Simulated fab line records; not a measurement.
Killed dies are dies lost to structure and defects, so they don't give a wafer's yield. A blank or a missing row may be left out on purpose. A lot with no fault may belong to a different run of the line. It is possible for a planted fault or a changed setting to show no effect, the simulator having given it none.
One fault through the eyes of 2 desks ; flow nand_harc ; each desk has only its own numbers; what lay behind them comes last

## THE DEFECT DESK
Inspection counts along the route, by lot: the mean over sampled wafers that carry a number. The brackets show how far a lot's mean lies from the usual mean; more than 4 standard deviations puts the lot out of limits, marked OUT.
Columns: A = raw_defect_count at NHARC_A_CHANNEL_HOLE_D1_INSPECT_40, usual 80
lot;first seen here;A
L569;day 8 23:43;93
L570;day 9 17:40;123
L572;day 10 11:43;55
L575;day 11 19:47;808 (+27) OUT
L577;day 12 08:44;444 (+13) OUT
L581;day 15 03:02;99
L583;day 15 08:08;93
L586;day 16 13:45;101
L587;day 16 22:52;58
L589;day 17 23:02;43
L591;day 18 05:07;58
This desk's finding: out of limits on L575, L577; first on L575, day 11 19:47 (raw_defect_count at NHARC_A_CHANNEL_HOLE_D1_INSPECT_40). Within limits: L569, L570, L572, L581, L583, L586, L587, L589, L591.

## FOR THE TOOL OWNER'S DESK: har_etch-02
The tool's own readings at NHARC_A_CHANNEL_HOLE_D1_ETCH_33 (etches the open film in C4F8/O2/Ar, time 90 s, target depth 400 nm): means of the sampled wafers that have a number, for each lot that ran on this tool. The brackets show how far a lot's mean lies from the usual mean; more than 4 standard deviations puts the lot out of limits, marked OUT.
Columns: A = c4f8_flow_sccm at NHARC_A_CHANNEL_HOLE_D1_ETCH_33, usual 41.71 sccm; B = drypump_motor_current_A at NHARC_A_CHANNEL_HOLE_D1_ETCH_33, usual 5.5 A; C = rf_fwd_power_W at NHARC_A_CHANNEL_HOLE_D1_ETCH_33, usual 1989 W; D = showerhead_plenum_p_Torr at NHARC_A_CHANNEL_HOLE_D1_ETCH_33, usual 3.66 Torr; E = throttle_valve_pct at NHARC_A_CHANNEL_HOLE_D1_ETCH_33, usual 27.622 %
lot;first seen here;A;B;C;D;E
L569;day 8 21:50;41.72;5.9;1980;3.81;27.620
L570;day 9 15:56;41.87;5.2;1985;3.65;27.624
L575;day 11 18:04;41.74;5.2;1991;3.63;27.626
L577;day 12 07:05;41.66;5.6;1984;3.70;27.620
L581;day 15 01:17;41.78;5.6;1989;3.68;27.616
L583;day 15 06:26;41.81;5.6;1989;3.68;27.620
L586;day 16 11:57;41.71;5.2;1988;3.60;27.625
L589;day 17 21:22;41.64;5.3;1992;3.90;27.621
Result from this desk: across the 8 lots, nothing is out of limits.

## BROUGHT TOGETHER
The defect desk could have raised an alarm at day 11 19:47, on L575, L577.
Nothing out of limits was seen by the tool owner's desk.
The tool owner's desk has L575, L577 on record, within its limits.
Every lot named ran NHARC_A_CHANNEL_HOLE_D1_ETCH_33 on har_etch-02.

## WHAT HAD BEEN PUT IN BY THE SIMULATOR
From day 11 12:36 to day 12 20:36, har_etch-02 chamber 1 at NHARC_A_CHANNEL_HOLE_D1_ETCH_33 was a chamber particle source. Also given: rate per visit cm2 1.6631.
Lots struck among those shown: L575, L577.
Hours from the fault's start to each desk's first reading out of limits: the defect desk, 7.
